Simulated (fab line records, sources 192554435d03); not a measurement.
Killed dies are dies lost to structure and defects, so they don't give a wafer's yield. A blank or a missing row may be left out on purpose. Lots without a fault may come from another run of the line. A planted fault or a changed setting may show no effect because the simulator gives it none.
Which tool did it? | flow n5_finfet | 24 lots, 72 wafers sampled, at 2 steps of a route of 1938

WHAT THE GAUGES READ, wafer by wafer
N5_BEOL_M14_CD_MEAS_28: target cd 284.4 nm. Usual: cd_nm 285.2 nm, standard deviation 1.9.
lot  | measured     | on        | cd_nm (nm)        | flag
L074 | day 10 20:24 | cd_sem-02 | 286.0 281.6 288.2 |
L075 | day 10 21:04 | cd_sem-02 | 284.8 286.8 287.6 |
L076 | day 11 20:53 | cd_sem-02 | 286.0 285.4 286.0 |
L077 | day 11 21:30 | cd_sem-03 | 283.8 280.0 284.7 |
L078 | day 12 00:55 | cd_sem-01 | 281.3 286.9 285.0 |
L081 | day 12 14:47 | cd_sem-03 | 286.1 284.5 287.2 |
L079 | day 12 18:19 | cd_sem-03 | 288.8 285.5 284.5 |
L080 | day 12 23:05 | cd_sem-03 | 282.8 284.0 283.5 |
L082 | day 13 05:58 | cd_sem-02 | 282.0 286.8 283.5 |
L083 | day 13 22:28 | cd_sem-03 | 285.2 285.7 285.7 |
L084 | day 14 03:04 | cd_sem-02 | 284.2 282.1 284.9 |
L085 | day 14 09:38 | cd_sem-02 | 285.7 281.8 283.2 |
L086 | day 14 10:42 | cd_sem-03 | 287.4 283.6 288.2 |
L088 | day 14 17:10 | cd_sem-02 | 284.5 283.5 283.9 |
L087 | day 14 22:31 | cd_sem-01 | 286.2 287.0 287.2 |
L089 | day 15 01:40 | cd_sem-02 | 285.7 284.9 285.6 |
L091 | day 15 07:46 | cd_sem-01 | 283.4 284.1 286.8 |
L090 | day 15 10:45 | cd_sem-01 | 286.6 286.5 286.0 |
L093 | day 16 05:09 | cd_sem-01 | 287.5 284.0 287.0 |
L092 | day 16 08:19 | cd_sem-03 | 284.0 282.5 283.6 |
L095 | day 16 10:47 | cd_sem-02 | 285.2 288.3 288.2 |
L094 | day 16 12:20 | cd_sem-03 | 284.7 283.4 281.6 |
L097 | day 16 13:45 | cd_sem-02 | 283.0 285.1 287.2 |
L096 | day 16 17:08 | cd_sem-01 | 287.0 286.9 287.6 |

N5_BEOL_M14_INSPECT_30: inspects for defects (macro). Usual: raw_defect_count 2.1, standard deviation 1.4.
lot  | measured     | on                | raw_defect_count | flag
L074 | day 10 20:27 | defect_inspect-02 | 1 2 3            |
L075 | day 10 21:07 | defect_inspect-02 | 3 2 2            |
L076 | day 11 20:56 | defect_inspect-02 | 2 2 2            |
L077 | day 11 21:33 | defect_inspect-02 | 3 4 4            |
L078 | day 12 00:58 | defect_inspect-01 | 3 3 2            |
L081 | day 12 14:50 | defect_inspect-01 | 3 0 5            |
L079 | day 12 18:22 | defect_inspect-01 | 2 2 2            |
L080 | day 12 23:08 | defect_inspect-01 | 1 1 1            |
L082 | day 13 06:01 | defect_inspect-01 | 1 0 2            |
L083 | day 13 22:31 | defect_inspect-01 | 2 1 0            |
L084 | day 14 03:07 | defect_inspect-01 | 1 1 2            |
L085 | day 14 09:42 | defect_inspect-01 | 4 0 1            |
L086 | day 14 10:46 | defect_inspect-01 | 4 1 2            |
L088 | day 14 17:13 | defect_inspect-01 | 2 6 1            |
L087 | day 14 22:34 | defect_inspect-01 | 1 4 2            |
L089 | day 15 01:43 | defect_inspect-01 | 2 2 1            |
L091 | day 15 07:49 | defect_inspect-02 | 1 2 1            |
L090 | day 15 10:48 | defect_inspect-02 | 4 2 2            |
L093 | day 16 05:12 | defect_inspect-01 | 3 3 1            |
L092 | day 16 08:22 | defect_inspect-02 | 2 1 1            |
L095 | day 16 10:51 | defect_inspect-02 | 1 4 1            |
L094 | day 16 12:23 | defect_inspect-01 | 3 3 3            |
L097 | day 16 13:49 | defect_inspect-02 | 1 4 0            |
L096 | day 16 17:11 | defect_inspect-01 | 3 5 3            |

WHICH TOOL RAN EACH LOT (tool, then ch and the chambers of the sampled wafers, then the start)
The record holds no process step before these readings.

WHAT THE TOOLS THEMSELVES READ (means of the sampled wafers that have a number; where no wafer has one, the mark that the record gives instead)
The record holds no such reading with a usual standard deviation.

THE ANSWER, worked out from the rows above alone
Rule: a lot is off if the mean of its wafers that have a number lies more than 3 standard deviations from the usual mean. A lot without any number at a reading at which 4 lots or more have one is off too. The other lots that the step has rows for count as sound. The gauges are gone through in route order, then the tools' own readings, and for those a lot's mean is taken as printed above. The first step at which some lot is off is used, and at that step the reading that is off furthest; a lot without a number counts as furthest.
No lot is off at any reading shown: from this, nothing can be told.

WHAT THE SIMULATOR HAD PUT IN
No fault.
